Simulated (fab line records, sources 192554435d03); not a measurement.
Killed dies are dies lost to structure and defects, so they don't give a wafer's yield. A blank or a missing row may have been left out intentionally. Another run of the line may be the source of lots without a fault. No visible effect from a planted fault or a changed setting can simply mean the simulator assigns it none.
A lot that was struck, set against a sound lot :: flow n5 finfet :: 16 steps out of a route of 1938
Sound: the wafers L591.2, L591.3, L591.6. Struck: wafer L606.3 (left out: L606.1, L606.2 of the same lot, which were not struck); the cause appears at the end.
Per side, at each step with rows, come the tool, then ch with its chambers, and then its first start. Under that, the readings that differ: sound wafers :: struck wafers :: difference of the means :: sigmas: that difference in standard deviations of wafers without a fault.
alike: readings whose means differ by less than 2 such deviations, and words and numbers that are the same on both sides. not compared: withheld readings, readings that some wafer has no value for, bounds like >300 that may hide the same value, and numbers for which the record gives no deviation and whose values overlap.
A row with sigmas, a row that says differs or no value, or rows on one side alone: a step with any of these is where the two part. Non-overlapping numbers with no deviation appear without sigmas and do not part them. A reading that every wafer of one side lacks parts them only if that side has two wafers or more.

first, 8 steps without rows for these wafers: N5_BEOL_M1_COAT_62 (time 60 s, resist thk 12 nm); N5_BEOL_M1_COAT_73 (time 60 s, resist thk 5 nm); N5_BEOL_M1_COAT_05 (resist thk 30 nm); N5_BEOL_M1_EBR_07; N5_BEOL_M1_SOFTBAKE_06 (time 60 s); N5_BEOL_M1_EXPOSE_08 (exposes mask M1); N5_BEOL_M1_PEB_09 (peb time 60 s); N5_BEOL_M1_DEVELOP_10 (develop time 30 s).
N5_BEOL_M1_CD_MEAS_11: target cd 17.05 nm.
  sound on cd sem-03 ch 0, day 6 15:57; struck on cd sem-03 ch 0, day 10 01:05
  alike: cd nm
N5_BEOL_M1_OVL_MEAS_12:
  sound on overlay-01 ch 0, day 6 15:59; struck on overlay-02 ch 0, day 10 01:07
  alike: M1_OVL
N5_BEOL_M1_INSPECT_13: inspects for defects (brightfield).
  sound on defect inspect-02 at day 6 16:02; struck on defect inspect-02 at day 10 01:11
  alike: raw defect count
N5_BEOL_M1_DESCUM_16: chemistry O2, time 7 s.
  sound on rie diel-05 ch 0,2, day 6 16:04; struck on rie diel-05 ch 2, day 10 01:13
  alike: bias power w, drypump motor current A, oes product au, rf vpp V, showerhead plenum p Torr, throttle valve pct
  not compared: rf hours counter h
N5_BEOL_M1_ETCH_74: etches underlayer in N2/H2, target depth 6.5 nm, time 5.2 s.
  sound on rie diel-05 ch 0,2, day 6 16:07; struck on rie diel-05 ch 2, day 10 01:15
reading: etch rf on time s (s)
sound: 5.14 5.06 5.04
struck: 6.42
difference: +1.34
sigmas: +7
  alike: drypump motor current A, oes product au, rf vpp V, showerhead plenum p Torr, throttle valve pct
  not compared: rf hours counter h
N5_BEOL_M1_ETCH_63: etches SiARC in CF4, target depth 15.6 nm, time 26 s.
  sound on rie diel-05 ch 0,2, day 6 16:07; struck on rie diel-05 ch 2, day 10 01:16
  alike: drypump motor current A, etch rf on time s, oes product au, rf vpp V, showerhead plenum p Torr, throttle valve pct
  not compared: rf hours counter h
-- record jumps: 2 days separate the struck wafers' starts on either side; left off in module BEOL_M1, taken up again in module BEOL_M4, whose first shown step is the route's number 1111 --
N5_BEOL_M4_RC_MEAS_101:
  sound on prober-01 ch 0, day 8 14:43; struck on prober-02 ch 0, day 12 04:39
reading: DIBL_N (mV/V)
sound: 35.3 39.5 38.5
struck: 31.2
difference: -6.6
sigmas: -3

reading: DIBL_P (mV/V)
sound: 35.3 39.8 39.0
struck: 31.6
difference: -6.4
sigmas: -2

reading: IOFF_P (nA/um)
sound: 0.23 0.34 0.30
struck: 0.17
difference: -0.12
sigmas: -2

reading: SS_N (mV/dec)
sound: 71.9 72.1 72.4
struck: 70.8
difference: -1.3
sigmas: -2

reading: SS_P (mV/dec)
sound: 73.4 74.6 74.3
struck: 72.3
difference: -1.8
sigmas: -2

reading: VT_P (mV)
sound: -243 -240 -243
struck: -252
difference: -10
sigmas: -3
  alike: IOFF_N, ION_N, ION_P, VT_N
-- here the record skips 5 days between the struck wafers' starts before and after, leaving off in module BEOL_M4 and picking up in module PASSIVATION (first step shown: number 1936 of the route) --
N5_PASSIVATION_PROBE_49:
  sound on prober-02 at day 12 22:47; struck on prober-01 at day 16 17:43
  alike: defect limited yield, killed_at_M0_to_M3, killed_at_M4_up, killed at contacts, killed at front end, killed at other, killed dies, killed open, killed short, sort_bin_4_leakage, sort_bin_5_function, sort_bin_6_memory, sort_bin_8_speed, sort n pass, sort yield pct

== WHERE THEY PART ==
At N5_BEOL_M1_ETCH_74 first; at N5_BEOL_M4_RC_MEAS_101 last (within this record only). Later steps at which nothing parts them and some readings are alike: N5_PASSIVATION_PROBE_49.

WHY: what the simulator had put in
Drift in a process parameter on rie diel-05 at N5_BEOL_M1_ETCH_74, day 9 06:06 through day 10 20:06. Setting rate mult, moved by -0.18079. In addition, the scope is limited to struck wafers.
